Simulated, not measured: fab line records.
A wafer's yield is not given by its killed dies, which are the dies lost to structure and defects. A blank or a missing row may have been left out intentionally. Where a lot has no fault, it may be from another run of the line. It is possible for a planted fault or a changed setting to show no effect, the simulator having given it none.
Problem report in the 8D (eight disciplines) form, filled by code ; flow nand_harc ; the parts of the form that need people (team, actions taken, sign-off) are left out

1. PROBLEM STATEMENT
cd_nm at NHARC_A_M0_CD_MEAS_09 reads a mean of 92.7 nm on 6 wafers of 2 lots; wafers without a fault read 80.1 nm with a standard deviation of 0.6. That puts it +21 standard deviations away from the usual mean.
The step: target cd 80 nm.
First seen on wafer L229.2, day 22 03:34, on cd_sem-01. At this step, 30 wafers from 10 lots have a number in the record. By rule, "out" or "out of limits" means more than 4 standard deviations away from the usual mean. All remaining wafers that have a number are taken as sound.

2. WHAT THIS IS AND IS NOT
question;is;is not
which readings at this step;cd_nm;-
which lots;L228, L229;L212, L213, L216, L217, L218, L233, L234, L235
which wafers of those lots;all that have a number;-
read on which gauges;cd_sem-01;cd_sem-02, cd_sem-03
when;from day 22 03:34;"up to then (15 sound wafers); but 9 sound wafers of L233, L234, L235 came after"

3. THE SUSPECTS, EACH WITH WHAT RULES IT OUT
Counting: a tool at a process step up to the reading stays a suspect if it ran every lot that is out and no sound lot after the first of them.
- the gauge at NHARC_A_M0_CD_MEAS_09: ruled out. All the wafers that are out were read on cd_sem-01, but those of them that NHARC_A_M0_PEB_07 has rows for are out there too, on other tools.
- rie_diel-11 at NHARC_A_BLC_ETCH_18 (etches the open film in C4F8/O2/Ar, target depth 910 nm): ruled out as a lasting fault. Sound lots L233 ran on it after its first lot that is out, L229 (day 21 18:54). NHARC_A_BLC_ETCH_18: start missing for some lots; hours and lot order therefore follow NHARC_A_BLC_STRIP_29.
- rie_diel-02 at NHARC_A_BLC_STRIP_29 (strips in CF4): kept. It ran every lot that is out, first L229 (day 21 18:54), and no sound lot after that.
- cvd_w-01 at NHARC_A_BLC_CVD_24 (deposits W, target thk 150 nm, time 434 s): ruled out as a lasting fault. Sound lots L234, L233 ran on it after its first lot that is out, L229 (day 22 03:29). NHARC_A_BLC_CVD_24: start missing for some lots; hours and lot order therefore follow NHARC_A_M0_PEB_07.
- litho_track-04 at NHARC_A_M0_PEB_07 (peb time 65 s): kept. It ran every lot that is out, first L229 (day 22 03:29), and no sound lot after that; its last sound lot up to then is L216 (day 18 03:53). Its own heater_power_total_W, plate_temp_C readings are out on those wafers.
What counting leaves: rie_diel-02 at NHARC_A_BLC_STRIP_29 and litho_track-04 at NHARC_A_M0_PEB_07.

4. THE CAUSE (what the simulator had put in)
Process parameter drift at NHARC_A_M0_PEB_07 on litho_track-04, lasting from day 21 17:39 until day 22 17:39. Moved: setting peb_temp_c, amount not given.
2 suspects survive the count, and this tool is in that group.

5. SEQUENCE OF EFFECTS, ordered by route
Rows list readings where the struck wafers' mean (over those with a number) sits beyond 3 standard deviations from the usual. Readings are gone through only where the record gives a usual standard deviation; hours: the median, over the lots, of the time from a lot's start at the first step in this table giving one to that lot's start at this step; sigmas: the change measured in usual standard deviations.
hours;step;reading;usual;on struck wafers;change;sigmas
0;NHARC_A_M0_PEB_07;heater_power_total_W;156.6 W;163.9;+7.3;+17
0;NHARC_A_M0_PEB_07;plate_temp_C;100.01 C;103.52;+3.50;+25
0;NHARC_A_M0_CD_MEAS_09;cd_nm;80.1 nm;92.7;+12.6;+21
It contains these process steps:
- NHARC_A_M0_PEB_07: peb time 65 s.
Later steps that measure or inspect, where all struck wafers having a row at the step show a number for every such reading and not one has moved that far: NHARC_END_SORT_01.

6. WHAT WOULD HAVE CAUGHT IT SOONER
In this record the first reading out of limits at a measuring or inspecting step was taken at day 22 03:34, 10 hours after the fault began at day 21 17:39.
Tool's own readings at NHARC_A_M0_PEB_07, heater_power_total_W, plate_temp_C: out on all struck wafers the step has rows for; an alarm limit on them would have tripped on the first.
Of the lots that are out (2), L228 began NHARC_A_M0_PEB_07 on litho_track-04 after day 22 03:34. Holding the tool at that time would have saved it.
